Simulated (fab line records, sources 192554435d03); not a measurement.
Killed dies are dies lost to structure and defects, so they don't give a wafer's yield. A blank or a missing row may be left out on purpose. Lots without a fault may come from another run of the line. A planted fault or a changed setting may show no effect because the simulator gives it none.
fab line records | flow n5_finfet
record lots=14 wafers=41 last_day=17
route steps=1938 shown BEOL_M13@1711 BEOL_M14@1716
lots that met no fault: from a run of the same line without faults
start_h: hours from the record's first day to the start of the lot's first wafer shown | wait_h: hours since the lot's step before | " the same as in the row above | L1.1+2: a row that stands for several wafers | - no value, or no start given | * or withheld: withheld | < > ~ a bound
route shown NAME@n: a module of which the file shows steps, and the number in the route of the first | usual: mean/standard deviation of fault-free wafers | same: alike in all rows | chamber/n: place in a boat | sites: the reading at each site | _std_site: their standard deviation | _edge_site: outer sites' mean less inner sites' | radius_mm: how far each site lies from the wafer's centre | mask NAME#n: copy n | behind: the tool/chamber that last shaped the wafer | hold: why the lot was held/for how many hours/how that ended | device: the transistor (n, p or np) that didn't switch | end of line: the same wafers' tests at the end of the route | a step without rows: its recipe alone | killed: dies lost to structure and defects at the first sort, not the wafer's yield | map: a wafer's dies, x killed, . not, _ none there
set.NAME: the setting as run; set.NAME@STEP: as run at that earlier step | model.NAME: the simulator's own value behind a step, which no gauge read
steps of the route over a sample of lots; a table a step, a row a wafer
services: from which hour (start_h, from the record's first day; less than 0 if before it) a tool's chamber was out of use, for how many hours, and why
## steps
# step N5_BEOL_M13_THK_MEAS_50
# recipe thk_meas_gauge=xrf reads=Cu_of_BEOL_M13_ECD_47
# usual M13_THK=427/9.1
# columns lot.wafer tool chamber start_h wait_h M13_THK[nm]
L893.2 film_metro-02 - 236.24 - 415
L893.3 " - " " 426
L893.4 " - " " 427
L895.3 film_metro-01 - 246.39 - 437
L895.4 " - " " 423
L895.6 " - " " 439
L894.1 film_metro-01 - 249.89 - 431
L894.5 " - " " 429
L897.1 film_metro-02 - 264.84 - 409
L897.5 " - " " 424
L897.6 " - " " 417
L898.2 film_metro-01 - 276.95 - 440
L898.4 " - " " 439
L898.6 " - " " 444
L900.1 film_metro-01 - 294.66 - 424
L900.2 " - " " 430
L900.5 " - " " 432
L906.1 film_metro-01 - 333.61 - 426
L906.4 " - " " 438
L906.5 " - " " 433
L911.3 film_metro-02 - 342.14 - 434
L911.4 " - " " 430
L911.5 " - " " 435
L908.2 film_metro-01 - 342.40 - 421
L908.4 " - " " 431
L908.6 " - " " 450
L910.1 film_metro-01 - 342.67 - 433
L910.2 " - " " 435
L910.6 " - " " 432
L914.1 film_metro-01 - 362.18 - 433
L914.4 " - " " 423
L914.5 " - " " 438
L912.2 film_metro-02 - 362.32 - 413
L912.4 " - " " 410
L912.5 " - " " 432
L916.1 film_metro-01 - 376.42 - 426
L916.2 " - " " 425
L916.6 " - " " 416
L915.1 film_metro-01 - 380.51 - 446
L915.2 " - " " 425
L915.3 " - " " 430
# step N5_BEOL_M14_ILD_DEP_00
# recipe material=SiO2 target_thk_a=11193 temp_c=400 precursor=TEOS/O2 pressure_torr=6.5 rf_w=900 teos_flow_sccm=161.4 gas=O2 flow_sccm=2650 time_s=237.4
# usual heater_power_w=643/100 showerhead_plenum_p_Torr=8.33/0.051 throttle_valve_pct=18.7/1
# columns lot.wafer tool chamber start_h wait_h heater_power_w showerhead_plenum_p_Torr throttle_valve_pct
L893.2 pecvd-04 1 236.43 0.0 596 8.35 18.3
L893.3 " 2 " " 596 8.32 20.0
L893.4 " 2 " " 655 8.30 20.0
L895.3 pecvd-04 2 246.58 0.0 616 8.34 20.2
L895.4 " 1 " " 681 8.36 18.5
L895.6 " 0 " " 643 8.37 18.9
L894.1 pecvd-04 1 250.08 0.0 588 8.38 18.4
L894.5 " 1 " " 662 8.37 18.4
L897.1 pecvd-04 0 265.03 0.0 825 8.35 19.0
L897.5 " 1 " " 525 8.38 18.3
L897.6 " 2 " " 521 8.30 20.3
L898.2 pecvd-04 2 277.14 0.0 635 8.33 20.5
L898.4 " 0 " " 639 8.35 19.0
L898.6 " 1 " " 707 8.36 18.5
L900.1 pecvd-04 1 294.85 0.0 712 8.37 18.4
L900.2 " 0 " " 776 8.37 18.6
L900.5 " 2 " " 646 8.31 20.2
L906.1 pecvd-02 2 333.81 0.0 651 8.34 16.9
L906.4 " 0 " " 597 8.32 19.6
L906.5 " 1 " " 439 8.32 19.4
L911.3 pecvd-02 1 342.33 0.0 525 8.31 19.5
L911.4 " 1 " " 566 8.33 19.5
L911.5 " 0 " " 473 8.35 19.9
L908.2 pecvd-01 0 342.60 0.0 510 8.43 18.7
L908.4 " 0 " " 563 8.44 18.8
L908.6 " 2 " " 708 8.24 17.4
L910.1 pecvd-04 1 342.87 0.0 678 8.36 18.3
L910.2 " 0 " " 723 8.36 18.8
L910.6 " 1 " " 533 8.37 18.3
L914.1 pecvd-02 2 362.37 0.0 594 8.36 17.1
L914.4 " 1 " " 438 8.30 20.0
L914.5 " 0 " " 472 8.35 19.6
L912.2 pecvd-01 2 362.51 0.0 660 8.25 17.3
L912.4 " 2 " " 715 8.23 17.4
L912.5 " 0 " " 591 8.41 18.5
L916.1 pecvd-02 1 376.61 0.0 518 8.30 19.8
L916.2 " 0 " " 603 8.34 20.0
L916.6 " 2 " " 517 8.36 17.3
L915.1 pecvd-04 2 380.70 0.0 664 8.32 20.3
L915.2 " 1 " " 578 8.38 18.3
L915.3 " 0 " " 669 8.34 19.1
# step N5_BEOL_M14_PEB_08
# recipe peb_temp_c=130 peb_time_s=90
# usual chill_plate_temp_C=22.99/0.11 exhaust_pa=45.2/0.84
# columns lot.wafer tool chamber start_h wait_h chill_plate_temp_C exhaust_pa
L893.2 litho_track-01 0 236.94 0.0 22.80 44.7
L893.3 " 0 " " 22.91 44.1
L893.4 " 0 " " 22.97 45.1
L895.3 litho_track-01 0 247.24 0.0 23.01 44.3
L895.4 " 0 " " 22.96 44.3
L895.6 " 0 " " 23.01 45.1
L894.1 litho_track-01 0 250.59 0.1 22.96 43.6
L894.5 " 0 " " 23.00 44.7
L897.1 litho_track-04 0 265.41 0.1 23.03 44.9
L897.5 " 0 " " 23.07 45.6
L897.6 " 0 " " 23.17 44.7
L898.2 litho_track-04 0 277.65 0.0 23.08 44.9
L898.4 " 0 " " 22.94 45.3
L898.6 " 0 " " 22.76 44.8
L900.1 litho_track-01 0 295.29 0.1 23.13 44.5
L900.2 " 0 " " 23.28 45.5
L900.5 " 0 " " 23.25 44.2
L906.1 litho_track-04 - 334.19 0.1 - -
L906.4 " - " " - -
L906.5 " - " " - -
L911.3 litho_track-04 0 342.83 0.0 22.92 46.2
L911.4 " 0 " " 23.02 46.6
L911.5 " 0 " " 22.90 46.0
L908.2 litho_track-01 - 343.10 0.0 - -
L908.4 " - " " - -
L908.6 " - " " - -
L910.1 litho_track-01 0 343.37 0.1 22.92 45.3
L910.2 " 0 " " 22.95 45.8
L910.6 " 0 " " 22.86 45.1
L914.1 litho_track-04 0 362.89 0.1 23.17 45.0
L914.4 " 0 " " 22.93 45.6
L914.5 " 0 " " 22.98 44.5
L912.2 litho_track-03 0 362.93 0.0 22.97 46.4
L912.4 " 0 " " 22.98 45.7
L912.5 " 0 " " 23.03 45.9
L916.1 litho_track-04 0 377.12 0.1 23.02 46.1
L916.2 " 0 " " 23.21 46.0
L916.6 " 0 " " 22.97 45.5
L915.1 litho_track-04 0 381.20 0.1 23.07 45.4
L915.2 " 0 " " 23.02 46.6
L915.3 " 0 " " 22.99 45.5
# step N5_BEOL_M14_ETCH_59
# recipe chemistry=N2/H2 target=BARC target_depth_a=890 overetch_a=267 time_s=67.9 ion_energy_ev=200 pressure_mtorr=30 source_w=840 bias_w=150 n2_flow_sccm=200 h2_flow_sccm=200
# usual drypump_motor_current_A=5.7/0.32 oes_product_au=0.69/0.066 rf_vpp_V=524.6/2.2 showerhead_plenum_p_Torr=2.58/0.077 throttle_valve_pct=17.91/0.23
# columns lot.wafer tool chamber start_h wait_h drypump_motor_current_A oes_product_au rf_hours_counter_h rf_vpp_V showerhead_plenum_p_Torr throttle_valve_pct
L893.2 rie_diel-06 0 237.18 0.0 5.6 0.69 73 521.2 2.50 17.78
L893.3 " 1 " " 5.9 0.85 1 526.2 2.60 17.61
L893.4 " 2 " " 5.7 0.67 109 524.9 2.54 17.93
L895.3 rie_diel-01 2 247.48 0.0 5.8 0.79 12 528.3 2.72 18.01
L895.4 " 3 " " 5.6 0.69 92 526.7 2.56 18.02
L895.6 " 0 " " 5.1 0.71 - 525.9 2.62 17.99
L894.1 rie_diel-04 3 251.14 0.0 6.1 0.66 105 520.6 2.44 17.64
L894.5 " 2 " " 5.5 0.59 - 526.8 2.63 17.73
L897.1 rie_diel-04 1 265.82 0.0 5.4 0.59 241 522.8 2.50 17.69
L897.5 " 3 " " 6.1 0.66 - 520.9 2.43 17.63
L897.6 " 2 " " 5.5 0.59 - 526.4 2.62 17.75
L898.2 rie_diel-04 1 277.88 0.0 5.4 0.59 245 522.4 2.49 17.71
L898.4 " 2 " " 5.5 0.58 - 525.0 2.62 17.78
L898.6 " 1 " " 5.4 0.58 - 522.5 2.49 17.69
L900.1 rie_diel-01 2 296.44 0.0 5.9 0.76 30 527.8 2.71 18.03
L900.2 " 1 " " 5.6 0.60 239 527.2 2.63 18.48
L900.5 " 1 " " 5.6 0.60 - 526.1 2.63 18.48
L906.1 rie_diel-06 3 334.51 0.0 6.1 0.66 155 522.6 2.54 17.75
L906.4 " 2 " " 5.7 0.66 142 524.6 2.53 17.99
L906.5 " 1 " " 5.9 0.76 - 524.7 2.58 17.68
L911.3 rie_diel-01 1 343.13 0.0 5.6 0.84 2 524.6 2.62 18.06
L911.4 " 2 " " 5.8 0.74 49 527.6 2.70 18.08
L911.5 " 2 " " 5.9 0.73 - 525.9 2.70 18.08
L908.2 rie_diel-01 0 343.54 0.0 5.1 0.67 96 524.2 2.60 18.06
L908.4 " 2 " " 5.8 0.75 49 527.6 2.70 18.05
L908.6 " 1 " " 5.6 0.84 - 526.5 2.62 18.06
L910.1 rie_diel-04 3 343.92 0.0 6.2 0.63 141 520.4 2.42 17.70
L910.2 " 1 " " 5.4 0.79 7 520.8 2.49 17.31
L910.6 " 3 " " 6.1 0.64 - 520.9 2.42 17.68
L914.1 rie_diel-04 1 363.16 0.0 5.4 0.77 14 522.7 2.48 17.34
L914.4 " 3 " " 6.1 0.63 148 521.1 2.42 17.71
L914.5 " 3 " " 6.2 0.63 - 520.9 2.42 17.70
L912.2 rie_diel-01 2 363.17 0.0 5.9 0.73 57 527.5 2.70 18.09
L912.4 " 3 " " 5.6 0.66 137 524.8 2.55 18.10
L912.5 " 0 " " 5.1 0.67 - 522.8 2.60 18.08
L916.1 rie_diel-01 3 377.35 0.0 5.5 0.66 143 524.7 2.54 18.12
L916.2 " 1 " " 5.6 0.80 14 526.3 2.62 18.10
L916.6 " 3 " " 5.5 0.66 - 523.3 2.54 18.12
L915.1 rie_diel-01 0 381.58 0.0 5.1 0.66 111 524.9 2.60 18.08
L915.2 " 2 " " 5.9 0.73 62 528.8 2.69 18.10
L915.3 " 1 " " 5.6 0.79 16 525.2 2.61 18.10
## services
# columns tool chamber start_h hours kind
pecvd-04 1 215.42 16.5 scheduled_down
rie_diel-06 3 242.09 1.5 repair
rie_diel-06 0 242.48 1.3 repair
pecvd-02 0 251.39 5.1 repair
rie_diel-04 0 276.72 15.8 repair
pecvd-04 1 287.78 2.1 scheduled_down
rie_diel-04 3 290.02 5.1 repair
rie_diel-04 2 293.54 9.1 repair
pecvd-01 - 297.19 1.4 repair
rie_diel-04 1 302.68 - clean
rie_diel-04 1 302.68 - consumable_replace:focus_ring
rie_diel-04 1 302.68 12.8 scheduled_down
rie_diel-04 1 302.68 12.8 vent_cycle
pecvd-01 1 314.37 13.0 repair
rie_diel-01 1 325.37 - clean
rie_diel-01 1 325.37 - consumable_replace:focus_ring
rie_diel-01 1 325.37 12.6 scheduled_down
rie_diel-01 1 325.37 12.6 vent_cycle
rie_diel-04 3 327.77 1.6 repair
rie_diel-04 2 340.26 - clean
rie_diel-04 2 340.26 - consumable_replace:focus_ring
rie_diel-04 2 340.26 17.9 scheduled_down
rie_diel-04 2 340.26 17.9 vent_cycle
rie_diel-01 2 366.86 2.7 repair
## key
first_sign step=N5_BEOL_M14_PEB_08 reading=tool_record direction=missing
effect none on later readings
met_at N5_BEOL_M14_PEB_08
struck_lots L906,L908
later_rows_left_out L906.1,L906.4,L906.5,L908.2,L908.4,L908.6
sort_left_out L906.1,L906.4,L906.5,L908.2,L908.4,L908.6
not_acting_at N5_BEOL_M13_THK_MEAS_50,N5_BEOL_M14_ILD_DEP_00,N5_BEOL_M14_ETCH_59
onset_between 295.29 334.19
fault kind=skipped_step_whole tool=litho_track-01,litho_track-04 chamber=- onset_h=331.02 steps=N5_BEOL_M14_PEB_08 scope=struck_lots_only
# sort_left_out: the simulated sort isn't trusted on such a fault, so these wafers' sort isn't shown, and their yield isn't known
# later_rows_left_out: the simulator's readings of these wafers behind a module that went badly wrong aren't trusted and aren't shown, but for the sort
